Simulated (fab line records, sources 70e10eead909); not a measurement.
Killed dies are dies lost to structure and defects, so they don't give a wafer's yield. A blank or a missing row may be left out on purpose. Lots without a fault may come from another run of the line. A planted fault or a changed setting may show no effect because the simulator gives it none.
A struck lot beside a sound one | flow nand_harc | 13 steps out of a route of 1302
Sound: wafers L986.2, L986.5, L986.6. Struck: wafer L980.1. (L980.4, L980.5 of the same lot were not struck and are left out.) The cause comes at the end.
At each step with rows: each side's tool, then ch and its chambers, then its first start. Under that, the readings that differ: sound wafers | struck wafers | difference of the means | sigmas: that difference in standard deviations of wafers without a fault.
alike: readings whose means differ by less than 2 such deviations, and words and numbers that are the same on both sides. not compared: withheld readings, readings that some wafer has no value for, bounds like >300 that may hide the same value, and numbers for which the record gives no deviation and whose values overlap.
The two part at a step that has a row with sigmas, a row that says differs or no value, or rows on one side only. Numbers that don't overlap but have no deviation are shown without sigmas and don't part them. A reading that every wafer of one side lacks parts them only if that side has two wafers or more.

first, 3 steps without rows for these wafers: NHARC_A_STAIRCASE_HARDBAKE_218 (time 140 s); NHARC_A_STAIRCASE_DESCUM_219 (chemistry O2, time 3 s); NHARC_A_STAIRCASE_TRIM_220 (chemistry O2, time 211.2 s).
NHARC_A_STAIRCASE_ETCH_221: etches the open film in C4F8/O2, target depth 100 nm, time 40.5 s.
  sound on rie_diel-01 ch 2,3; struck on rie_diel-04 ch 1
  alike: oes_product_au, rf_fwd_power_W, rf_vpp_V
  not compared: rf_hours_counter_h
then, 1 step without rows for these wafers: NHARC_A_STAIRCASE_TRIM_222 (chemistry O2, time 211.2 s).
NHARC_A_STAIRCASE_ETCH_223: etches the open film in C4F8/O2, target depth 100 nm, time 40.5 s.
  sound on rie_diel-01 ch 1,2,3; struck on rie_diel-04 ch 3
  reading      | sound       | struck | difference | sigmas
  rf_vpp_V (V) | 899 905 895 | 890    | -10        | -2
  alike: oes_product_au, rf_fwd_power_W
  not compared: rf_hours_counter_h
NHARC_A_STAIRCASE_TRIM_224: chemistry O2, time 211.2 s.
  sound on rie_diel-01 ch 0,1,2; struck on rie_diel-04 ch 3
  reading                         | sound          | struck | difference | sigmas
  rf_vpp_V (V)                    | 58.4 58.6 58.5 | 56.1   | -2.4       | -3
  showerhead_plenum_p_Torr (Torr) | 3.41 3.54 3.79 | 3.33   | -0.25      | -2
  alike: drypump_motor_current_A, oes_product_au, throttle_valve_pct
  not compared: rf_hours_counter_h
NHARC_A_STAIRCASE_ETCH_225: etches the open film in C4F8/O2, target depth 100 nm, time 40.5 s.
  sound on rie_diel-01 ch 2,3; struck on rie_diel-04 ch 2
  alike: oes_product_au, rf_fwd_power_W, rf_vpp_V
  not compared: rf_hours_counter_h
then, 3 steps without rows for these wafers: NHARC_A_STAIRCASE_TRIM_226 (chemistry O2, time 211.2 s); NHARC_A_STAIRCASE_ETCH_227 (etches the open film in C4F8/O2, target depth 100 nm, time 40.5 s); NHARC_A_STAIRCASE_TRIM_229 (chemistry O2, time 211.2 s).
NHARC_A_STAIRCASE_ETCH_230: etches the open film in C4F8/O2, target depth 100 nm, time 40.5 s.
  sound on rie_diel-01 ch 0,3, day 20 17:08; struck on rie_diel-04 ch 3, day 18 00:51
  reading               | sound             | struck | difference | sigmas
  oes_product_au (a.u.) | 0.954 0.958 0.949 | 1.190  | +0.236     | +14
  rf_fwd_power_W (W)    | 592.7 592.8 591.7 | 830.9  | +238.5     | +99 or more
  rf_vpp_V (V)          | 900 901 892       | 888    | -10        | -2
  not compared: rf_hours_counter_h
NHARC_A_STAIRCASE_TRIM_231: chemistry O2, time 211.2 s.
  sound on rie_diel-01 ch 0,1; struck on rie_diel-04 ch 2
  reading                | sound                | struck | difference | sigmas
  throttle_valve_pct (%) | 17.040 17.014 17.017 | 17.045 | +0.021     | +2
  alike: drypump_motor_current_A, oes_product_au, rf_vpp_V, showerhead_plenum_p_Torr
  not compared: rf_hours_counter_h

WHERE THEY PART
First at NHARC_A_STAIRCASE_ETCH_223; last, within this record, at NHARC_A_STAIRCASE_TRIM_231.

WHY: what the simulator had put in
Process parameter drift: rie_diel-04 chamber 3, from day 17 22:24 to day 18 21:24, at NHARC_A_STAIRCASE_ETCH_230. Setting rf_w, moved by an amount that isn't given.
